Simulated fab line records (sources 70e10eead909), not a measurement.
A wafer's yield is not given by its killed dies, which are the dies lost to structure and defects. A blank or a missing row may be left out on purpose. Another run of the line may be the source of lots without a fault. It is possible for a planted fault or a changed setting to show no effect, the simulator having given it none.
Matching of chambers / flow nand_harc / NHARC_HYBRID_BOND_ACTIVATE_00 on rie_diel-06 has 4 sister chambers
The step chemistry N2, time 60 s. 33 wafers are shown with their chamber, then 12 later ones without.

== WAFERS, EACH WITH ITS CHAMBER ==
wafer=L074.1; chamber=2; oes_product_au (a.u.)=1.004; n2_flow_sccm (sccm)=200.7; rf_vpp_V (V)=64.1
wafer=L074.4; chamber=3; oes_product_au (a.u.)=1.012; n2_flow_sccm (sccm)=200.1; rf_vpp_V (V)=64.0
wafer=L074.5; chamber=1; oes_product_au (a.u.)=0.996; n2_flow_sccm (sccm)=200.9; rf_vpp_V (V)=65.9
wafer=L076.1; chamber=2; oes_product_au (a.u.)=1.000; n2_flow_sccm (sccm)=200.2; rf_vpp_V (V)=64.9
wafer=L076.2; chamber=3; oes_product_au (a.u.)=0.992; n2_flow_sccm (sccm)=199.7; rf_vpp_V (V)=63.5
wafer=L076.6; chamber=0; oes_product_au (a.u.)=0.996; n2_flow_sccm (sccm)=199.9; rf_vpp_V (V)=63.5
wafer=L075.2; chamber=1; oes_product_au (a.u.)=0.988; n2_flow_sccm (sccm)=200.1; rf_vpp_V (V)=63.6
wafer=L075.4; chamber=2; oes_product_au (a.u.)=1.001; n2_flow_sccm (sccm)=200.5; rf_vpp_V (V)=63.1
wafer=L075.6; chamber=1; oes_product_au (a.u.)=0.990; n2_flow_sccm (sccm)=199.3; rf_vpp_V (V)=63.8
wafer=L080.1; chamber=3; oes_product_au (a.u.)=1.007; n2_flow_sccm (sccm)=198.8; rf_vpp_V (V)=64.2
wafer=L080.2; chamber=2; oes_product_au (a.u.)=0.998; n2_flow_sccm (sccm)=199.5; rf_vpp_V (V)=63.4
wafer=L080.3; chamber=0; oes_product_au (a.u.)=1.000; n2_flow_sccm (sccm)=201.5; rf_vpp_V (V)=64.0
wafer=L081.1; chamber=0; oes_product_au (a.u.)=1.015; n2_flow_sccm (sccm)=199.4; rf_vpp_V (V)=64.5
wafer=L081.4; chamber=1; oes_product_au (a.u.)=1.007; n2_flow_sccm (sccm)=201.1; rf_vpp_V (V)=64.0
wafer=L081.6; chamber=1; oes_product_au (a.u.)=1.012; n2_flow_sccm (sccm)=199.7; rf_vpp_V (V)=63.7
wafer=L083.2; chamber=0; oes_product_au (a.u.)=0.994; n2_flow_sccm (sccm)=199.8; rf_vpp_V (V)=64.2
wafer=L083.4; chamber=1; oes_product_au (a.u.)=1.008; n2_flow_sccm (sccm)=200.9; rf_vpp_V (V)=63.3
wafer=L083.5; chamber=1; oes_product_au (a.u.)=0.997; n2_flow_sccm (sccm)=200.0; rf_vpp_V (V)=63.9
wafer=L086.1; chamber=1; oes_product_au (a.u.)=1.003; n2_flow_sccm (sccm)=200.0; rf_vpp_V (V)=64.5
wafer=L086.2; chamber=2; oes_product_au (a.u.)=0.997; n2_flow_sccm (sccm)=200.1; rf_vpp_V (V)=63.2
wafer=L086.4; chamber=3; oes_product_au (a.u.)=1.008; n2_flow_sccm (sccm)=200.8; rf_vpp_V (V)=62.3
wafer=L087.1; chamber=0; oes_product_au (a.u.)=1.009; n2_flow_sccm (sccm)=199.8; rf_vpp_V (V)=65.3
wafer=L087.4; chamber=2; oes_product_au (a.u.)=1.005; n2_flow_sccm (sccm)=200.7; rf_vpp_V (V)=64.3
wafer=L087.5; chamber=0; oes_product_au (a.u.)=1.005; n2_flow_sccm (sccm)=200.0; rf_vpp_V (V)=63.2
wafer=L085.1; chamber=1; oes_product_au (a.u.)=1.008; n2_flow_sccm (sccm)=199.7; rf_vpp_V (V)=64.8
wafer=L085.3; chamber=0; oes_product_au (a.u.)=1.007; n2_flow_sccm (sccm)=200.5; rf_vpp_V (V)=63.7
wafer=L085.6; chamber=1; oes_product_au (a.u.)=1.001; n2_flow_sccm (sccm)=200.9; rf_vpp_V (V)=64.1
wafer=L089.1; chamber=2; oes_product_au (a.u.)=0.996; n2_flow_sccm (sccm)=199.4; rf_vpp_V (V)=64.0
wafer=L089.4; chamber=3; oes_product_au (a.u.)=1.008; n2_flow_sccm (sccm)=200.4; rf_vpp_V (V)=66.8
wafer=L089.5; chamber=0; oes_product_au (a.u.)=1.010; n2_flow_sccm (sccm)=199.4; rf_vpp_V (V)=63.5
wafer=L092.2; chamber=2; oes_product_au (a.u.)=0.997; n2_flow_sccm (sccm)=197.8; rf_vpp_V (V)=63.6
wafer=L092.3; chamber=1; oes_product_au (a.u.)=1.004; n2_flow_sccm (sccm)=200.9; rf_vpp_V (V)=63.1
wafer=L092.6; chamber=1; oes_product_au (a.u.)=1.001; n2_flow_sccm (sccm)=201.3; rf_vpp_V (V)=64.5

SIGNATURES, as means of the wafers listed above
reading=oes_product_au; chamber 0=1.00450; chamber 1=1.00125; chamber 2=0.99975; chamber 3=1.00540; scatter within a chamber=0.00666
reading=n2_flow_sccm; chamber 0=200.037; chamber 1=200.400; chamber 2=199.863; chamber 3=199.960; scatter within a chamber=0.768
reading=rf_vpp_V; chamber 0=63.987; chamber 1=64.100; chamber 2=63.825; chamber 3=64.160; scatter within a chamber=0.89
Rule: distance of a wafer from a chamber = root of the sum over the readings of ((wafer's reading minus chamber's mean) / reading's scatter) squared. The wafer belongs to the nearest chamber; if the next one is less than 2 further off, it can't be placed. How the scatter is found: for the shown wafers, subtract from each reading the mean of its chamber, square and add these, divide the total by (wafers less chambers), then take the root.

== WAFERS WHOSE CHAMBER IS MISSING ==
wafer=L093.2; oes_product_au (a.u.)=0.993; n2_flow_sccm (sccm)=199.8; rf_vpp_V (V)=64.9
wafer=L093.3; oes_product_au (a.u.)=1.012; n2_flow_sccm (sccm)=198.8; rf_vpp_V (V)=63.5
wafer=L093.4; oes_product_au (a.u.)=0.999; n2_flow_sccm (sccm)=200.3; rf_vpp_V (V)=64.1
wafer=L095.2; oes_product_au (a.u.)=1.006; n2_flow_sccm (sccm)=200.2; rf_vpp_V (V)=64.7
wafer=L095.5; oes_product_au (a.u.)=1.002; n2_flow_sccm (sccm)=199.1; rf_vpp_V (V)=63.9
wafer=L095.6; oes_product_au (a.u.)=0.999; n2_flow_sccm (sccm)=199.7; rf_vpp_V (V)=64.7
wafer=L094.4; oes_product_au (a.u.)=0.985; n2_flow_sccm (sccm)=200.8; rf_vpp_V (V)=64.2
wafer=L094.5; oes_product_au (a.u.)=0.990; n2_flow_sccm (sccm)=199.4; rf_vpp_V (V)=64.2
wafer=L094.6; oes_product_au (a.u.)=0.996; n2_flow_sccm (sccm)=200.0; rf_vpp_V (V)=65.5
wafer=L096.3; oes_product_au (a.u.)=0.995; n2_flow_sccm (sccm)=198.8; rf_vpp_V (V)=64.1
wafer=L096.4; oes_product_au (a.u.)=0.994; n2_flow_sccm (sccm)=199.5; rf_vpp_V (V)=63.9
wafer=L096.5; oes_product_au (a.u.)=1.000; n2_flow_sccm (sccm)=199.6; rf_vpp_V (V)=63.7

== THE CHAMBER EACH PASSED THROUGH ==
wafer=L093.2; from the rows above=can't be placed: 2 or 1 or 0 or 3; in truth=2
wafer=L093.3; from the rows above=can't be placed: 3 or 0 or 2 or 1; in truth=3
wafer=L093.4; from the rows above=can't be placed: 1 or 2 or 0 or 3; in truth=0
wafer=L095.2; from the rows above=can't be placed: 3 or 0 or 1 or 2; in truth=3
wafer=L095.5; from the rows above=can't be placed: 2 or 3 or 0 or 1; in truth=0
wafer=L095.6; from the rows above=can't be placed: 2 or 1 or 3 or 0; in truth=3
wafer=L094.4; from the rows above=can't be placed: 1 or 2 or 0 or 3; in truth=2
wafer=L094.5; from the rows above=can't be placed: 2 or 1 or 0 or 3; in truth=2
wafer=L094.6; from the rows above=can't be placed: 1 or 2 or 3 or 0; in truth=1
wafer=L096.3; from the rows above=can't be placed: 2 or 0 or 3 or 1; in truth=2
wafer=L096.4; from the rows above=can't be placed: 2 or 1 or 0 or 3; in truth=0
wafer=L096.5; from the rows above=can't be placed: 2 or 0 or 3 or 1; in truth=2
Correct placement for 0 of the 12. Not placeable from these rows: 12 (in 12, the candidates include the true chamber). 0 placed wrongly.
